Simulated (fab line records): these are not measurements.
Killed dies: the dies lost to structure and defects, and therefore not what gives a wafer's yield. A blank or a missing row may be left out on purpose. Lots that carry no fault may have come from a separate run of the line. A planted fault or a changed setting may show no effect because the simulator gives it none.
The tool behind it: which one? :: flow nand_harc :: at 1 step of a route of 1159, 24 lots with 72 wafers sampled

WHAT THE GAUGES READ, wafer by wafer
NHARC_A_CHANNEL_HOLE_D1_CD_MEAS_18. Usual: cd_nm reads 100 nm (standard deviation 3.4).
lot: L074
measured: day 8 06:46
on: cd_sem-01
cd_nm (nm): 102 99 106
flag: 

lot: L077
measured: day 8 21:26
on: cd_sem-01
cd_nm (nm): 97 102 106
flag: 

lot: L075
measured: day 8 22:24
on: cd_sem-03
cd_nm (nm): 100 105 103
flag: 

lot: L076
measured: day 8 22:47
on: cd_sem-03
cd_nm (nm): 97 94 103
flag: 

lot: L078
measured: day 9 07:47
on: cd_sem-03
cd_nm (nm): 94 97 97
flag: 

lot: L079
measured: day 9 12:31
on: cd_sem-01
cd_nm (nm): 94 102 104
flag: 

lot: L080
measured: day 9 15:56
on: cd_sem-02
cd_nm (nm): 99 100 100
flag: 

lot: L081
measured: day 9 16:07
on: cd_sem-02
cd_nm (nm): 99 102 99
flag: 

lot: L082
measured: day 10 08:08
on: cd_sem-01
cd_nm (nm): 97 104 99
flag: 

lot: L083
measured: day 10 09:28
on: cd_sem-03
cd_nm (nm): 100 98 97
flag: 

lot: L084
measured: day 10 09:43
on: cd_sem-03
cd_nm (nm): 99 98 106
flag: 

lot: L085
measured: day 11 04:06
on: cd_sem-01
cd_nm (nm): 98 102 99
flag: 

lot: L087
measured: day 11 11:47
on: cd_sem-03
cd_nm (nm): 98 101 99
flag: 

lot: L086
measured: day 11 12:05
on: cd_sem-01
cd_nm (nm): 99 101 104
flag: 

lot: L090
measured: day 12 07:50
on: cd_sem-01
cd_nm (nm): 105 99 95
flag: 

lot: L088
measured: day 12 08:11
on: cd_sem-01
cd_nm (nm): 95 105 99
flag: 

lot: L091
measured: day 12 08:20
on: cd_sem-02
cd_nm (nm): 94 101 102
flag: 

lot: L089
measured: day 12 10:12
on: cd_sem-01
cd_nm (nm): 99 100 92
flag: 

lot: L092
measured: day 12 16:00
on: cd_sem-02
cd_nm (nm): 97 95 98
flag: 

lot: L093
measured: day 12 17:21
on: cd_sem-01
cd_nm (nm): 103 95 101
flag: 

lot: L096
measured: day 13 16:18
on: cd_sem-01
cd_nm (nm): 102 103 105
flag: 

lot: L094
measured: day 13 17:07
on: cd_sem-02
cd_nm (nm): 98 101 92
flag: 

lot: L097
measured: day 13 18:23
on: cd_sem-02
cd_nm (nm): 104 100 107
flag: 

lot: L095
measured: day 13 19:08
on: cd_sem-01
cd_nm (nm): 97 104 98
flag: 

WHAT TOOL EACH LOT RAN ON (gives the tool, then ch and the chambers of the sampled wafers, and finally the start)
The record holds no process step before these readings.

AS READ BY THE TOOLS THEMSELVES (means over the sampled wafers that have a number; for cases with no such wafer, the mark the record gives instead)
The record holds no such reading with a usual standard deviation.

THE ANSWER, worked out from the rows above alone
Rule: a lot counts as off when the mean over its wafers that have a number is more than 3 standard deviations away from the usual mean. Also off: a lot with no number at a reading for which 4 or more lots have one. Any other lot the step has rows for is counted as sound. Order of review: gauges by route order, followed by the tools' own readings, for which a lot's mean as printed above is used. The first step at which some lot is off is used, and at that step the reading that is off furthest; a lot without a number counts as furthest.
No lot is off on any of the readings shown, so nothing can be concluded from this.

WHAT THE SIMULATOR HAD INSERTED
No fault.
